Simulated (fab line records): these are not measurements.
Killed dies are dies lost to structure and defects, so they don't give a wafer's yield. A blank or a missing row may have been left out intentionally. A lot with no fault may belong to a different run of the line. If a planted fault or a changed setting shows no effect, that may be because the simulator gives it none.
Matching of chambers + flow n5_finfet + 3 sister chambers for N5_BEOL_M5_CURE_79 on uv_cure-02
The step cures SiCOH lowk, time 240 s. 6 wafers are shown with their chamber, then 7 later ones without.

WAFERS PAIRED WITH THEIR CHAMBERS
| wafer  | chamber | lamp_power_pct (%) | wafer_temp_C_max |
|--------|---------|--------------------|------------------|
| L075.4 | 2       | 52.26              | 387.4            |
| L075.5 | 2       | 52.30              | 386.9            |
| L077.4 | 1       | 52.31              | 386.5            |
| L077.5 | 1       | 52.38              | 386.8            |
| L078.1 | 0       | 52.25              | 386.7            |
| L078.4 | 0       | 52.40              | 386.1            |

WAFERS MISSING THEIR CHAMBER
| wafer  | lamp_power_pct (%) | wafer_temp_C_max |
|--------|--------------------|------------------|
| L078.6 | 52.32              | 386.1            |
| L089.3 | 52.36              | 386.1            |
| L089.4 | 52.25              | 386.9            |
| L089.6 | 52.40              | 386.3            |
| L096.2 | 52.30              | 385.8            |
| L096.4 | 52.30              | 386.5            |
| L096.6 | 52.32              | 386.8            |

EACH ONE'S CHAMBER
| wafer  | from the rows above          | in truth |
|--------|------------------------------|----------|
| L078.6 | can't be placed: 0 or 1      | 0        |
| L089.3 | can't be placed: 0 or 1      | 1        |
| L089.4 | can't be placed: 2 or 1 or 0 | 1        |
| L089.6 | can't be placed: 0 or 1 or 2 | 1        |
| L096.2 | can't be placed: 0 or 1      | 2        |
| L096.4 | can't be placed: 0 or 1 or 2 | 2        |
| L096.6 | can't be placed: 1 or 0 or 2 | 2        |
Correct placement for 0 of the 7. These rows do not allow placing 7 (true chamber among the candidates in 6). Wrongly placed: 0.
How it was worked out, from the rows above alone: a wafer's distance from a chamber is the root of the sum, over the readings, of the square of ((its reading less the chamber's mean) divided by the reading's scatter). If the next closest chamber is less than 2 further off than the closest, the wafer can't be placed; otherwise it belongs to the closest. Each chamber's mean is taken over the wafers shown for it. How the scatter is found: for the shown wafers, subtract from each reading the mean of its chamber, square and add these, divide the total by (wafers less chambers), then take the root.
